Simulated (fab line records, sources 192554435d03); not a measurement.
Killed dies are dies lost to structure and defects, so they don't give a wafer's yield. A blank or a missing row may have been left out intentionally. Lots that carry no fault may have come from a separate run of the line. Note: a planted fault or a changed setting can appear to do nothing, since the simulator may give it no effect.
The tool behind it: which one? | flow n5_finfet | 30 wafers from 10 lots sampled at 2 of the route's 1938 steps

## WHAT THE GAUGES READ, wafer by wafer
N5_MIM_TOP_LITHO_CD_MEAS_08: the cd target is 2000 nm.
lot  | measured     | on        | cd_nm (nm)
L537 | day 11 02:28 | cd_sem-01 | 1996.8 1999.7 1999.7
L538 | day 11 15:10 | cd_sem-01 | 1998.1 1999.7 2000.7
L541 | day 13 07:35 | cd_sem-02 | 1998.4 1998.6 1997.5
L542 | day 12 19:04 | cd_sem-02 | 1995.8 2000.6 1996.0
L543 | day 13 02:39 | cd_sem-02 | 1998.2 1998.8 1997.1
L544 | day 12 23:34 | cd_sem-01 | 1998.6 2000.4 2000.0
L545 | day 13 07:34 | cd_sem-01 | 1997.2 1997.4 1996.3
L547 | day 13 23:04 | cd_sem-02 | 1999.7 1999.5 1997.9
L556 | day 16 10:44 | cd_sem-02 | 1999.3 1998.4 2002.4
L560 | day 17 10:58 | cd_sem-01 | 1995.0 1994.6 1998.7

## WHAT TOOL EACH LOT RAN ON (gives the tool, then ch and the chambers of the sampled wafers, and finally the start)
lot  | N5_SDB_HM_OPEN_20
L537 | rie_diel-03 ch 0,2, day 3 19:29
L538 | rie_diel-03 ch 0,1,3, day 4 05:37
L541 | rie_diel-05 ch 0,2, day 4 19:55
L542 | rie_diel-05 ch 1,2,3, day 5 02:58
L543 | rie_diel-03 ch 1,2,3, day 5 06:53
L544 | rie_diel-03 ch 2,3, day 5 13:47
L545 | rie_diel-03 ch 1,2,3, day 5 20:10
L547 | rie_diel-03 ch 0,2,3, day 6 08:15
L556 | rie_diel-06 ch 0,1,3, day 8 10:45
L560 | rie_diel-05 ch 1,2, day 9 11:24
- N5_SDB_HM_OPEN_20: chemistry CH3F/O2, target SiNx, stops on poly-Si, target depth 24 nm.

## WHAT THE TOOLS THEMSELVES READ (means of the sampled wafers that have a number; where no wafer has one, the mark that the record gives instead)
N5_SDB_HM_OPEN_20.
lot  | tool        | drypump_motor_current_A (A) | oes_f_703_au (a.u.) | oes_product_au (a.u.) | rf_vpp_V (V) | showerhead_plenum_p_Torr (Torr) | throttle_valve_pct (%)
L537 | rie_diel-03 | 6.2                         | 0.83                | 0.65                  | 298          | 1.94                            | 16.30
L538 | rie_diel-03 | 5.7                         | 0.84                | 0.69                  | 301          | 1.99                            | 16.36
L541 | rie_diel-05 | 5.6                         | 0.76                | 0.62                  | 300          | 2.06                            | 16.18
L542 | rie_diel-05 | 5.3                         | 0.74                | 0.59                  | 301          | 2.02                            | 16.38
L543 | rie_diel-03 | 5.7                         | 0.80                | 0.65                  | 301          | 1.98                            | 16.39
L544 | rie_diel-03 | 6.0                         | 0.83                | 0.68                  | 298          | 1.93                            | 16.28
L545 | rie_diel-03 | 5.7                         | 0.79                | 0.64                  | 302          | 1.97                            | 16.40
L547 | rie_diel-03 | 6.0                         | 0.84                | 0.67                  | 298          | 1.94                            | 16.28
L556 | rie_diel-06 | 5.6                         | 0.73                | 0.60                  | 299          | 1.99                            | 16.33
L560 | rie_diel-05 | 5.5                         | 0.73                | 0.59                  | 304          | 2.05                            | 16.24

## THE ANSWER, worked out from the rows above alone
Rule: usual is defined by the lots themselves. The widest of any qualifying gaps counts: lots, ordered by their means at a reading, are off when they make up no more than a third of the lots, leave a main group of 4 or more, and stand apart from it by 3 or more times the standard deviation of that group's means. Not used: any main group whose means are identical at the precision the tables above print for the reading. Also off: a lot with no number at a reading for which 4 or more lots have one. All remaining lots with rows at the step are treated as sound. After the gauges, taken in route order, come the tools' own readings; for these a lot's mean is taken, as printed above. At the first step where some lot is off, the reading lying furthest off is the one used; lots without a number count as furthest.
Across all readings shown, no lot is off: no conclusion can be drawn from this.

## WHAT WAS PUT IN BY THE SIMULATOR
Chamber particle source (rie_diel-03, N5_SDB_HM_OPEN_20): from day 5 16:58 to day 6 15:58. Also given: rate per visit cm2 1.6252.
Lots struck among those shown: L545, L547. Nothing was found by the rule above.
